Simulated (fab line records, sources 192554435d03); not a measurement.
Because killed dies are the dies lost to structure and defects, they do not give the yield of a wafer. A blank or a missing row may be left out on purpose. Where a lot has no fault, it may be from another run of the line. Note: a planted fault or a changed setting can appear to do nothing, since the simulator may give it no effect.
Split-lot experiment + flow n5-finfet + 39 wafers read from 7 lots, route of 1938 steps

== THE SPLIT ==
At N5_DUMMY_GATE_ETCH_42 (etches SiO2 in CHF3/O2, target depth 3.5 nm, time 31 s), the setting bias-w was moved away from the recipe's 12 W on 18 of the 39 wafers read, by -17.7% to +7.9%. All remaining wafers had this setting at the recipe value.

Reading taken at the split's own step.

== THE READING ==
rf-vpp-V, in V, at N5_DUMMY_GATE_ETCH_42 (etches SiO2 in CHF3/O2, target depth 3.5 nm, time 31 s). Fault-free wafers of this fab line usually give 42.5 V, standard deviation 0.88 V.

| wafer  | tool, chamber at the split | bias-w as run, W | against the recipe | rf-vpp-V, V | against lot-mates on the recipe |
|--------|----------------------------|------------------|--------------------|-------------|---------------------------------|
| L074.1 | rie-diel-06, 1             | 12               | recipe             | 41.9        | -                               |
| L074.2 | rie-diel-06, 2             | 12.61            | +5.1%              | 45.3        | +3.4                            |
| L074.3 | rie-diel-06, 0             | 12               | recipe             | 41.8        | -                               |
| L074.4 | rie-diel-06, 3             | 12               | recipe             | 41.9        | -                               |
| L074.5 | rie-diel-06, 2             | 12.61            | +5.1%              | 44.0        | +2.1                            |
| L074.6 | rie-diel-06, 3             | 12.61            | +5.1%              | 44.1        | +2.2                            |
| L078.2 | rie-diel-02, 3             | 12               | recipe             | 43.6        | -                               |
| L078.4 | rie-diel-02, 1             | 12               | recipe             | 43.2        | -                               |
| L078.6 | rie-diel-02, 2             | 12               | recipe             | 44.2        | -                               |
| L080.1 | rie-diel-06, 2             | 9.874            | -17.7%             | 36.9        | -5.6                            |
| L080.2 | rie-diel-06, 1             | 9.874            | -17.7%             | 36.4        | -6.1                            |
| L080.3 | rie-diel-06, 3             | 12               | recipe             | 42.9        | -                               |
| L080.4 | rie-diel-06, 0             | 9.874            | -17.7%             | 37.2        | -5.3                            |
| L080.5 | rie-diel-06, 1             | 12               | recipe             | 42.2        | -                               |
| L080.6 | rie-diel-06, 0             | 12               | recipe             | 42.5        | -                               |
| L081.1 | rie-diel-03, 0             | 10.16            | -15.3%             | 37.4        | -4.9                            |
| L081.2 | rie-diel-03, 2             | 12               | recipe             | 41.8        | -                               |
| L081.3 | rie-diel-03, 3             | 12               | recipe             | 43.1        | -                               |
| L081.4 | rie-diel-03, 1             | 12               | recipe             | 42.0        | -                               |
| L081.5 | rie-diel-03, 2             | 10.16            | -15.3%             | 37.8        | -4.5                            |
| L081.6 | rie-diel-03, 3             | 10.16            | -15.3%             | 39.1        | -3.2                            |
| L086.1 | rie-diel-02, 2             | 10.26            | -14.5%             | 36.9        | -5.6                            |
| L086.2 | rie-diel-02, 0             | 12               | recipe             | 41.4        | -                               |
| L086.3 | rie-diel-02, 3             | 12               | recipe             | 43.0        | -                               |
| L086.4 | rie-diel-02, 2             | 10.26            | -14.5%             | 38.1        | -4.4                            |
| L086.5 | rie-diel-02, 3             | 10.26            | -14.5%             | 37.9        | -4.6                            |
| L086.6 | rie-diel-02, 0             | 12               | recipe             | 43.2        | -                               |
| L089.1 | rie-diel-06, 2             | 12.95            | +7.9%              | 47.2        | +6.2                            |
| L089.2 | rie-diel-06, 1             | 12.95            | +7.9%              | 43.3        | +2.3                            |
| L089.3 | rie-diel-06, 0             | 12               | recipe             | 40.6        | -                               |
| L089.4 | rie-diel-06, 3             | 12.95            | +7.9%              | 44.6        | +3.6                            |
| L089.5 | rie-diel-06, 3             | 12               | recipe             | 42.0        | -                               |
| L089.6 | rie-diel-06, 0             | 12               | recipe             | 40.5        | -                               |
| L093.1 | rie-diel-06, 0             | 10.22            | -14.8%             | 36.7        | -6.0                            |
| L093.2 | rie-diel-06, 2             | 10.22            | -14.8%             | 37.5        | -5.2                            |
| L093.3 | rie-diel-06, 1             | 12               | recipe             | 42.9        | -                               |
| L093.4 | rie-diel-06, 3             | 12               | recipe             | 43.5        | -                               |
| L093.5 | rie-diel-06, 2             | 10.22            | -14.8%             | 38.8        | -3.9                            |
| L093.6 | rie-diel-06, 1             | 12               | recipe             | 41.7        | -                               |

THE FIT
A straight line over all 39 wafers: rf-vpp-V changes by +0.317 V for each +1% of bias-w; r = +0.94; the points scatter about the line by 0.96 V.
The same after taking each lot's own level away (the mean of its wafers on the recipe; 39 wafers): +0.347 V for each +1%; r = +0.96; scatter 0.88 V.
On that fit, the largest move of bias-w shifts the reading by 6.2 V.
Measured against the standard deviation above, the lots' own levels, which go from 41.03 to 43.67 V, span 3.0 times it.
So the lot-to-lot level changes the slope little: the two slopes agree.
Check: with one of the wafers moved furthest among these (-17.7%) left out of the fit, the line predicts -5.88 V for it against its lot-mates. Against them it came out at -5.63 V.
Tool readings at the split's step, against how far the setting was moved: rf-vpp-V r = +0.94.

== THESE WAFERS: OTHER SPLITS ==
These wafers also went through other splits before the reading. Each is held against what the fit with the lots' levels taken away leaves over:
| other split on the same wafers | wafers away from the commonest value | r with rf-vpp-V (lot level and that fit taken away) |
|--------------------------------|--------------------------------------|-----------------------------------------------------|
| N5_DUMMY_GATE_ETCH_32 time-s   | 15                                   | +0.12                                               |

== THE FILE'S OWN FIT ==
rf-vpp-V changes by +0.333 V for each +1% of bias-w, r = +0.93.
